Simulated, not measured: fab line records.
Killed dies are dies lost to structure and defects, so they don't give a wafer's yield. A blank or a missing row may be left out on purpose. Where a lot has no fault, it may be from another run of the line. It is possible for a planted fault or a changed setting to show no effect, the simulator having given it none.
Shared-tool check :: flow nand harc :: Sample size 15 lots and 45 wafers

WHY THIS WAS OPENED
Flagged at NHARC_A_CHANNEL_HOLE_D2_CD_MEAS_31: reading cd nm, on 3 of 15 lots. Wafers without a fault read 90.1 nm, standard deviation 1.6.
Rule: a lot is flagged in two cases, either no wafer of it has a number, or all its wafers with numbers fall more than 4 standard deviations from that mean. The other lots count as sound.

lot: L929
measured: day 13 14:37
on: cd sem-03
cd nm (nm), wafer by wafer: 87.1 88.4 87.6
flag: 

lot: L930
measured: day 13 15:01
on: cd sem-02
cd nm (nm), wafer by wafer: 90.4 89.6 90.2
flag: 

lot: L931
measured: day 14 12:38
on: cd sem-01
cd nm (nm), wafer by wafer: 87.3 91.7 88.2
flag: 

lot: L936
measured: day 16 18:36
on: cd sem-03
cd nm (nm), wafer by wafer: -0.2 -1.1 -0.6
flag: FLAGGED

lot: L937
measured: day 17 04:09
on: cd sem-03
cd nm (nm), wafer by wafer: 0.3 0.4 0.6
flag: FLAGGED

lot: L938
measured: day 17 12:04
on: cd sem-02
cd nm (nm), wafer by wafer: 0.5 -0.1 0.9
flag: FLAGGED

lot: L940
measured: day 18 03:52
on: cd sem-03
cd nm (nm), wafer by wafer: 90.1 92.1 89.2
flag: 

lot: L944
measured: day 19 11:50
on: cd sem-02
cd nm (nm), wafer by wafer: 88.1 92.1 90.9
flag: 

lot: L942
measured: day 19 23:10
on: cd sem-02
cd nm (nm), wafer by wafer: 89.6 92.2 88.6
flag: 

lot: L945
measured: day 20 07:49
on: cd sem-01
cd nm (nm), wafer by wafer: 90.3 88.4 87.6
flag: 

lot: L946
measured: day 20 13:01
on: cd sem-02
cd nm (nm), wafer by wafer: 91.9 88.2 88.8
flag: 

lot: L948
measured: day 21 23:19
on: cd sem-01
cd nm (nm), wafer by wafer: 89.0 91.2 87.4
flag: 

lot: L950
measured: day 22 05:53
on: cd sem-02
cd nm (nm), wafer by wafer: 91.5 89.6 89.5
flag: 

lot: L951
measured: day 22 21:32
on: cd sem-02
cd nm (nm), wafer by wafer: 89.5 90.3 90.1
flag: 

lot: L952
measured: day 22 22:14
on: cd sem-02
cd nm (nm), wafer by wafer: 92.5 93.0 91.0
flag: 
The mean of the flagged lots' numbers is 0.1 nm, -90.0 nm from the usual (-56 standard deviations).

WHICH TOOL RAN EACH LOT
Before the reading, the record contains 4 process steps out of a 1302-step route. Each cell gives the tool, then ch followed by the chambers the sampled wafers passed through, then the start.
lot: L929
flag: 
NHARC_A_CHANNEL_HOLE_D2_ETCH_34: rie diel-04 ch 0,1,3, day 13 09:32 or earlier
NHARC_A_CHANNEL_HOLE_D2_ETCH_16: rie diel-04 ch 0,2, day 13 09:32 or earlier
NHARC_A_CHANNEL_HOLE_D2_ETCH_21: har etch-01 ch 0,1, day 13 09:32
NHARC_A_CHANNEL_HOLE_D2_ETCH_44: rie diel-05 ch 0,2, day 13 13:50

lot: L930
flag: 
NHARC_A_CHANNEL_HOLE_D2_ETCH_34: rie diel-05 ch 0,3, day 13 09:55 or earlier
NHARC_A_CHANNEL_HOLE_D2_ETCH_16: rie diel-05 ch 0,1,2, day 13 09:55 or earlier
NHARC_A_CHANNEL_HOLE_D2_ETCH_21: har etch-02 ch 0,1, day 13 09:55
NHARC_A_CHANNEL_HOLE_D2_ETCH_44: rie diel-08 ch 2,3, day 13 14:13

lot: L931
flag: 
NHARC_A_CHANNEL_HOLE_D2_ETCH_34: rie diel-05 ch 0,1,2, day 14 07:32 or earlier
NHARC_A_CHANNEL_HOLE_D2_ETCH_16: rie diel-05 ch 0,3, day 14 07:32 or earlier
NHARC_A_CHANNEL_HOLE_D2_ETCH_21: har etch-01 ch 0,1, day 14 07:32
NHARC_A_CHANNEL_HOLE_D2_ETCH_44: rie diel-05 ch 0,2,3, day 14 11:52

lot: L936
flag: FLAGGED
NHARC_A_CHANNEL_HOLE_D2_ETCH_34: rie diel-08 ch 0,1,3, day 16 13:31 or earlier
NHARC_A_CHANNEL_HOLE_D2_ETCH_16: rie diel-08 ch 1,2,3, day 16 13:31 or earlier
NHARC_A_CHANNEL_HOLE_D2_ETCH_21: har etch-02 ch 0,1, day 16 13:31
NHARC_A_CHANNEL_HOLE_D2_ETCH_44: rie diel-08 ch 0,1,2, day 16 17:46

lot: L937
flag: FLAGGED
NHARC_A_CHANNEL_HOLE_D2_ETCH_34: rie diel-05 ch 0,1,3, day 16 23:08 or earlier
NHARC_A_CHANNEL_HOLE_D2_ETCH_16: rie diel-05 ch 2,3, day 16 23:08 or earlier
NHARC_A_CHANNEL_HOLE_D2_ETCH_21: har etch-01 ch 0,1, day 16 23:08
NHARC_A_CHANNEL_HOLE_D2_ETCH_44: rie diel-04 ch 1,2,3, day 17 03:20

lot: L938
flag: FLAGGED
NHARC_A_CHANNEL_HOLE_D2_ETCH_34: rie diel-05 ch 1,2,3, day 17 06:59 or earlier
NHARC_A_CHANNEL_HOLE_D2_ETCH_16: rie diel-05 ch 0,2,3, day 17 06:59 or earlier
NHARC_A_CHANNEL_HOLE_D2_ETCH_21: har etch-01 ch 0,1, day 17 06:59
NHARC_A_CHANNEL_HOLE_D2_ETCH_44: rie diel-05 ch 0,2,3, day 17 11:16

lot: L940
flag: 
NHARC_A_CHANNEL_HOLE_D2_ETCH_34: rie diel-05 ch 0,2,3, day 17 22:46 or earlier
NHARC_A_CHANNEL_HOLE_D2_ETCH_16: rie diel-05 ch 0,1,2, day 17 22:46 or earlier
NHARC_A_CHANNEL_HOLE_D2_ETCH_21: har etch-02 ch 0,1, day 17 22:46
NHARC_A_CHANNEL_HOLE_D2_ETCH_44: rie diel-04 ch 0,2,3, day 18 03:04

lot: L944
flag: 
NHARC_A_CHANNEL_HOLE_D2_ETCH_34: rie diel-08 ch 0,1,2, day 19 06:47 or earlier
NHARC_A_CHANNEL_HOLE_D2_ETCH_16: rie diel-08 ch 0,1,3, day 19 06:47 or earlier
NHARC_A_CHANNEL_HOLE_D2_ETCH_21: har etch-01 ch 0,1, day 19 06:47
NHARC_A_CHANNEL_HOLE_D2_ETCH_44: rie diel-04 ch 0,1,3, day 19 11:01

lot: L942
flag: 
NHARC_A_CHANNEL_HOLE_D2_ETCH_34: rie diel-05 ch 0,2,3, day 19 18:04 or earlier
NHARC_A_CHANNEL_HOLE_D2_ETCH_16: rie diel-05 ch 2,3, day 19 18:04 or earlier
NHARC_A_CHANNEL_HOLE_D2_ETCH_21: har etch-01 ch 0,1, day 19 18:04
NHARC_A_CHANNEL_HOLE_D2_ETCH_44: rie diel-08 ch 0,1,2, day 19 22:23

lot: L945
flag: 
NHARC_A_CHANNEL_HOLE_D2_ETCH_34: rie diel-05 ch 2,3, day 20 02:46 or earlier
NHARC_A_CHANNEL_HOLE_D2_ETCH_16: rie diel-05 ch 0,2, day 20 02:46 or earlier
NHARC_A_CHANNEL_HOLE_D2_ETCH_21: har etch-02 ch 0,1, day 20 02:46
NHARC_A_CHANNEL_HOLE_D2_ETCH_44: rie diel-05 ch 0,1,2, day 20 07:00

lot: L946
flag: 
NHARC_A_CHANNEL_HOLE_D2_ETCH_34: rie diel-08 ch 0,1,2, day 20 07:53 or earlier
NHARC_A_CHANNEL_HOLE_D2_ETCH_16: rie diel-08 ch 0,1,2, day 20 07:53 or earlier
NHARC_A_CHANNEL_HOLE_D2_ETCH_21: har etch-02 ch 0,1, day 20 07:53
NHARC_A_CHANNEL_HOLE_D2_ETCH_44: rie diel-05 ch 1,2,3, day 20 12:12

lot: L948
flag: 
NHARC_A_CHANNEL_HOLE_D2_ETCH_34: rie diel-04 ch 0,1, day 21 18:08 or earlier
NHARC_A_CHANNEL_HOLE_D2_ETCH_16: rie diel-04 ch 0,2,3, day 21 18:08 or earlier
NHARC_A_CHANNEL_HOLE_D2_ETCH_21: har etch-01 ch 0,1, day 21 18:08
NHARC_A_CHANNEL_HOLE_D2_ETCH_44: rie diel-08 ch 2,3, day 21 22:25

lot: L950
flag: 
NHARC_A_CHANNEL_HOLE_D2_ETCH_34: rie diel-05 ch 0,2, day 22 00:47 or earlier
NHARC_A_CHANNEL_HOLE_D2_ETCH_16: rie diel-05 ch 0,1,3, day 22 00:47 or earlier
NHARC_A_CHANNEL_HOLE_D2_ETCH_21: har etch-02 ch 0,1, day 22 00:47
NHARC_A_CHANNEL_HOLE_D2_ETCH_44: rie diel-05 ch 1,2,3, day 22 05:05

lot: L951
flag: 
NHARC_A_CHANNEL_HOLE_D2_ETCH_34: rie diel-08 ch 0,1,3, day 22 16:40 or earlier
NHARC_A_CHANNEL_HOLE_D2_ETCH_16: rie diel-08 ch 0,3, day 22 16:40 or earlier
NHARC_A_CHANNEL_HOLE_D2_ETCH_21: har etch-02 ch 0,1, day 22 16:40
NHARC_A_CHANNEL_HOLE_D2_ETCH_44: rie diel-05 ch 0,1, day 22 20:44

lot: L952
flag: 
NHARC_A_CHANNEL_HOLE_D2_ETCH_34: rie diel-05 ch 0,1,3, day 22 17:07 or earlier
NHARC_A_CHANNEL_HOLE_D2_ETCH_16: rie diel-05 ch 1,2,3, day 22 17:07 or earlier
NHARC_A_CHANNEL_HOLE_D2_ETCH_21: har etch-01 ch 0,1, day 22 17:07
NHARC_A_CHANNEL_HOLE_D2_ETCH_44: rie diel-04 ch 0,2,3, day 22 21:25
What is done by these steps:
- NHARC_A_CHANNEL_HOLE_D2_ETCH_34: etches the open film in CF4/CHF3, target depth 154 nm, time 77 s.
- NHARC_A_CHANNEL_HOLE_D2_ETCH_16: etches the open film in O2/COS, target depth 3100 nm, time 806 s.
- NHARC_A_CHANNEL_HOLE_D2_ETCH_21: etches the open film in C4F8/O2/Ar, time 514.3 s, target depth 1600 nm.
- NHARC_A_CHANNEL_HOLE_D2_ETCH_44: etches the open film in CF4/O2, target depth 140 nm, overetch 14 nm, time 77 s.
- NHARC_A_CHANNEL_HOLE_D2_CD_MEAS_31

FLAGGED AGAINST TOTAL, ONE TOOL AT A TIME (gauges that did the reading follow at the end)
step: NHARC_A_CHANNEL_HOLE_D2_ETCH_34
tool: rie diel-04
lots run: 2
flagged: 0
share of the flagged lots: none
sound lots run after its first flagged lot: -

step: NHARC_A_CHANNEL_HOLE_D2_ETCH_34
tool: rie diel-05
lots run: 9
flagged: 2
share of the flagged lots: some
sound lots run after its first flagged lot: 5 (L940,L942,L945,L950,L952)

step: NHARC_A_CHANNEL_HOLE_D2_ETCH_34
tool: rie diel-08
lots run: 4
flagged: 1
share of the flagged lots: some
sound lots run after its first flagged lot: 3 (L944,L946,L951)

step: NHARC_A_CHANNEL_HOLE_D2_ETCH_16
tool: rie diel-04
lots run: 2
flagged: 0
share of the flagged lots: none
sound lots run after its first flagged lot: -

step: NHARC_A_CHANNEL_HOLE_D2_ETCH_16
tool: rie diel-05
lots run: 9
flagged: 2
share of the flagged lots: some
sound lots run after its first flagged lot: 5 (L940,L942,L945,L950,L952)

step: NHARC_A_CHANNEL_HOLE_D2_ETCH_16
tool: rie diel-08
lots run: 4
flagged: 1
share of the flagged lots: some
sound lots run after its first flagged lot: 3 (L944,L946,L951)

step: NHARC_A_CHANNEL_HOLE_D2_ETCH_21
tool: har etch-01
lots run: 8
flagged: 2
share of the flagged lots: some
sound lots run after its first flagged lot: 4 (L944,L942,L948,L952)

step: NHARC_A_CHANNEL_HOLE_D2_ETCH_21
tool: har etch-02
lots run: 7
flagged: 1
share of the flagged lots: some
sound lots run after its first flagged lot: 5 (L940,L945,L946,L950,L951)

step: NHARC_A_CHANNEL_HOLE_D2_ETCH_44
tool: rie diel-04
lots run: 4
flagged: 1
share of the flagged lots: some
sound lots run after its first flagged lot: 3 (L940,L944,L952)

step: NHARC_A_CHANNEL_HOLE_D2_ETCH_44
tool: rie diel-05
lots run: 7
flagged: 1
share of the flagged lots: some
sound lots run after its first flagged lot: 4 (L945,L946,L950,L951)

step: NHARC_A_CHANNEL_HOLE_D2_ETCH_44
tool: rie diel-08
lots run: 4
flagged: 1
share of the flagged lots: some
sound lots run after its first flagged lot: 2 (L942,L948)

step: NHARC_A_CHANNEL_HOLE_D2_CD_MEAS_31
tool: cd sem-01
lots run: 3
flagged: 0
share of the flagged lots: none
sound lots run after its first flagged lot: -

step: NHARC_A_CHANNEL_HOLE_D2_CD_MEAS_31
tool: cd sem-02
lots run: 8
flagged: 1
share of the flagged lots: some
sound lots run after its first flagged lot: 6 (L944,L942,L946,L950,L951,L952)

step: NHARC_A_CHANNEL_HOLE_D2_CD_MEAS_31
tool: cd sem-03
lots run: 4
flagged: 2
share of the flagged lots: some
sound lots run after its first flagged lot: 1 (L940)
With no start given for some of its lots, NHARC_A_CHANNEL_HOLE_D2_ETCH_34 uses the hours and lot order of NHARC_A_CHANNEL_HOLE_D2_ETCH_21. With no start given for some of its lots, NHARC_A_CHANNEL_HOLE_D2_ETCH_16 uses the hours and lot order of NHARC_A_CHANNEL_HOLE_D2_ETCH_21.

THE TABLE: WHAT IT ALLOWS
No row of the table ran every flagged lot.

WHAT THE SIMULATOR PUT IN
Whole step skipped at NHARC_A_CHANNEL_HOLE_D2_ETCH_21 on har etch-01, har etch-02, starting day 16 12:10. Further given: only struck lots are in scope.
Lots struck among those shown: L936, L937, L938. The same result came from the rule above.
